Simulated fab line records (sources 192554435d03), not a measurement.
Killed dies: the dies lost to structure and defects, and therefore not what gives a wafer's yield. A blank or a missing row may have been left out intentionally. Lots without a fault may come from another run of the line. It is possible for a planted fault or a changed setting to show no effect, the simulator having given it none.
Split-lot experiment ; flow n5_finfet ; 21 wafers read across 7 lots, on a route 1938 steps long

ON THE SPLIT
At N5_BEOL_M5_COAT_74 (time 60 s, resist thk 5 nm), the setting spin_rpm was moved away from the recipe's 1500 rpm on 8 of the 21 wafers read, by -7.5% to +6.7%. All remaining wafers had this setting at the recipe value.

FROM THE SPLIT TO THE READING: what the file shows between them, 3 steps
- N5_BEOL_M5_COAT_22: resist thk 30 nm
- N5_BEOL_M5_EBR_24
- N5_BEOL_M5_DESCUM_33: chemistry O2, time 7 s

THE READING
etch.depth_nm (the simulator's own value, which no gauge read), in nm, at N5_BEOL_M5_ETCH_75 (etches underlayer in N2/H2, target depth 6.5 nm, time 5.2 s). There is no usual value for it anywhere in the file. Here, 13 wafers ran the recipe; their average is 5.002 nm with a standard deviation of 0.02 nm.

wafer;tool, chamber at the split;spin_rpm as run, rpm;against the recipe;etch.depth_nm, nm;against lot-mates on the recipe
L074.2;litho_track-01, 0;1500;recipe;5.012;-
L074.4;litho_track-01, 0;1412;-5.9%;5.158;+0.138
L074.6;litho_track-01, 0;1500;recipe;5.029;-
L077.1;litho_track-05, 0;1500;recipe;4.975;-
L077.2;litho_track-05, 0;1589;+5.9%;4.83;-0.148
L077.4;litho_track-05, 0;1500;recipe;4.981;-
L078.2;litho_track-04, 0;1500;recipe;5.037;-
L078.3;litho_track-04, 0;1500;recipe;5.031;-
L078.6;litho_track-04, 0;1600;+6.7%;4.869;-0.165
L087.1;litho_track-01, 0;1500;recipe;4.997;-
L087.2;litho_track-01, 0;1500;recipe;4.997;-
L087.6;litho_track-01, 0;1500;recipe;4.983;-
L089.4;litho_track-04, 0;1567;+4.5%;4.878;-0.102
L089.5;litho_track-04, 0;1567;+4.5%;4.883;-0.097
L089.6;litho_track-04, 0;1500;recipe;4.98;-
L091.2;litho_track-01, 0;1500;recipe;4.992;-
L091.5;litho_track-01, 0;1576;+5.1%;4.877;-0.115
L091.6;litho_track-01, 0;1576;+5.1%;4.868;-0.124
L090.1;litho_track-05, 0;1500;recipe;5.016;-
L090.4;litho_track-05, 0;1387;-7.5%;5.212;+0.203
L090.6;litho_track-05, 0;1500;recipe;5.002;-

FIT RESULTS
A straight line over all 21 wafers: etch.depth_nm changes by -0.0261 nm for each +1% of spin_rpm; r = -0.98; the points scatter about the line by 0.02 nm.
The same after taking each lot's own level away (the mean of its wafers on the recipe; 21 wafers): -0.0246 nm for each +1%; r = -1.00; scatter 0.0073 nm.
That fit puts the effect of the largest move of spin_rpm on the reading at 0.19 nm.
From 4.9780 to 5.0340 nm: that is the span of the lots' own levels, equal to 2.8 times the standard deviation above.
The two slopes are in agreement: the lot-to-lot level therefore moves the slope only a little.
Check: with one of the wafers moved furthest among these (-7.5%) left out of the fit, the line predicts +0.179 nm for it against its lot-mates. It came out at +0.203 nm against them.

THE FILE'S OWN FIT
etch.depth_nm changes by -0.0248 nm for each +1% of spin_rpm, r = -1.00.
